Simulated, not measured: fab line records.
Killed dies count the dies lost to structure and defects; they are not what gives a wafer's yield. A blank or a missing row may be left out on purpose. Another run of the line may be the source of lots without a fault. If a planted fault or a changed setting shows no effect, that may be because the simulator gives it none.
Lot-split experiment :: flow n5Finfet :: route with 1938 steps; 7 lots, 21 wafers read

## ON THE SPLIT
At N5_MIM_BOT_LITHO_EXPOSE_05 (exposes mask MIM BOT), the setting doseMj was moved away from the recipe's 24.25 on 9 of the 21 wafers read, by +4.2% to +6.7%. All remaining wafers had this setting at the recipe value.

## FROM THE SPLIT TO THE READING: what the file shows between them, 3 steps
- N5_MIM_BOT_LITHO_PEB_06
- N5_MIM_BOT_LITHO_DEVELOP_07: develop time 60 s
- N5_MIM_BOT_LITHO_HARDBAKE_09: time 120 s

## THE READING
At N5_MIM_BOT_LITHO_CD_MEAS_08: cdNm in nanometres, against a target cd of 3000 nm. Fault-free wafers of this fab line usually give 3000.0 nm, standard deviation 1.8 nm.

wafer: L074.1
tool, chamber at the split: krfScanner-01, 0
doseMj as run: 25.54
against the recipe: +5.3%
cdNm, nm: 3008.1
against lot-mates on the recipe: no lot-mate on the recipe

wafer: L074.2
tool, chamber at the split: krfScanner-01, 0
doseMj as run: 25.54
against the recipe: +5.3%
cdNm, nm: 3008.0
against lot-mates on the recipe: no lot-mate on the recipe

wafer: L074.4
tool, chamber at the split: krfScanner-01, 0
doseMj as run: 25.54
against the recipe: +5.3%
cdNm, nm: 3006.9
against lot-mates on the recipe: no lot-mate on the recipe

wafer: L077.1
tool, chamber at the split: krfScanner-01, 0
doseMj as run: 24.25
against the recipe: recipe
cdNm, nm: 2999.2
against lot-mates on the recipe: -

wafer: L077.5
tool, chamber at the split: krfScanner-01, 0
doseMj as run: 24.25
against the recipe: recipe
cdNm, nm: 3000.4
against lot-mates on the recipe: -

wafer: L077.6
tool, chamber at the split: krfScanner-01, 0
doseMj as run: 25.51
against the recipe: +5.2%
cdNm, nm: 3008.4
against lot-mates on the recipe: +8.6

wafer: L079.1
tool, chamber at the split: krfScanner-01, 0
doseMj as run: 25.87
against the recipe: +6.7%
cdNm, nm: 3010.3
against lot-mates on the recipe: +10.4

wafer: L079.2
tool, chamber at the split: krfScanner-01, 0
doseMj as run: 25.87
against the recipe: +6.7%
cdNm, nm: 3010.4
against lot-mates on the recipe: +10.5

wafer: L079.3
tool, chamber at the split: krfScanner-01, 0
doseMj as run: 24.25
against the recipe: recipe
cdNm, nm: 2999.9
against lot-mates on the recipe: -

wafer: L080.1
tool, chamber at the split: krfScanner-01, 0
doseMj as run: 24.25
against the recipe: recipe
cdNm, nm: 3002.3
against lot-mates on the recipe: -

wafer: L080.4
tool, chamber at the split: krfScanner-01, 0
doseMj as run: 24.25
against the recipe: recipe
cdNm, nm: 3002.5
against lot-mates on the recipe: -

wafer: L080.6
tool, chamber at the split: krfScanner-01, 0
doseMj as run: 24.25
against the recipe: recipe
cdNm, nm: 3003.3
against lot-mates on the recipe: -

wafer: L084.2
tool, chamber at the split: krfScanner-02, 0
doseMj as run: 24.25
against the recipe: recipe
cdNm, nm: 3001.9
against lot-mates on the recipe: -

wafer: L084.3
tool, chamber at the split: krfScanner-02, 0
doseMj as run: 24.25
against the recipe: recipe
cdNm, nm: 3002.2
against lot-mates on the recipe: -

wafer: L084.6
tool, chamber at the split: krfScanner-02, 0
doseMj as run: 24.25
against the recipe: recipe
cdNm, nm: 3001.2
against lot-mates on the recipe: -

wafer: L090.2
tool, chamber at the split: krfScanner-01, 0
doseMj as run: 24.25
against the recipe: recipe
cdNm, nm: 2999.6
against lot-mates on the recipe: -

wafer: L090.4
tool, chamber at the split: krfScanner-01, 0
doseMj as run: 24.25
against the recipe: recipe
cdNm, nm: 2997.7
against lot-mates on the recipe: -

wafer: L090.5
tool, chamber at the split: krfScanner-01, 0
doseMj as run: 24.25
against the recipe: recipe
cdNm, nm: 2998.6
against lot-mates on the recipe: -

wafer: L092.1
tool, chamber at the split: krfScanner-01, 0
doseMj as run: 25.27
against the recipe: +4.2%
cdNm, nm: 3007.6
against lot-mates on the recipe: no lot-mate on the recipe

wafer: L092.2
tool, chamber at the split: krfScanner-01, 0
doseMj as run: 25.27
against the recipe: +4.2%
cdNm, nm: 3007.4
against lot-mates on the recipe: no lot-mate on the recipe

wafer: L092.3
tool, chamber at the split: krfScanner-01, 0
doseMj as run: 25.27
against the recipe: +4.2%
cdNm, nm: 3006.9
against lot-mates on the recipe: no lot-mate on the recipe

FIT RESULTS
A straight line over all 21 wafers: cdNm changes by +1.42 nm for each +1% of doseMj; r = +0.94; the points scatter about the line by 1.4 nm.
The same after taking each lot's own level away (the mean of its wafers on the recipe; 15 wafers): +1.58 nm for each +1%; r = +0.99; scatter 0.54 nm.
According to that fit, moving doseMj by its largest amount changes the reading by 11 nm.
Across the lots, their own levels run from 2998.63 to 3002.70 nm, a range of 2.3 times the standard deviation given above.
So the lot-to-lot level changes the slope: the two fits differ.
Check: for one of the wafers moved furthest among these (+6.7%), held out of the fit, the line's prediction against its lot-mates is +10.7 nm. It came out at +10.4 nm against them.

## FURTHER SPLITS ON THESE WAFERS
Other splits were also applied to these wafers ahead of the reading. Each is held against what the fit with the lots' levels taken away leaves over:
other split on the same wafers: N5_BEOL_M15_PEB_26 pebTempC
wafers away from the commonest value: 8
r with cdNm (lot level and that fit taken away): +0.07

## FILE'S OWN FIT
cdNm changes by +1.6 nm for each +1% of doseMj, r = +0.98.
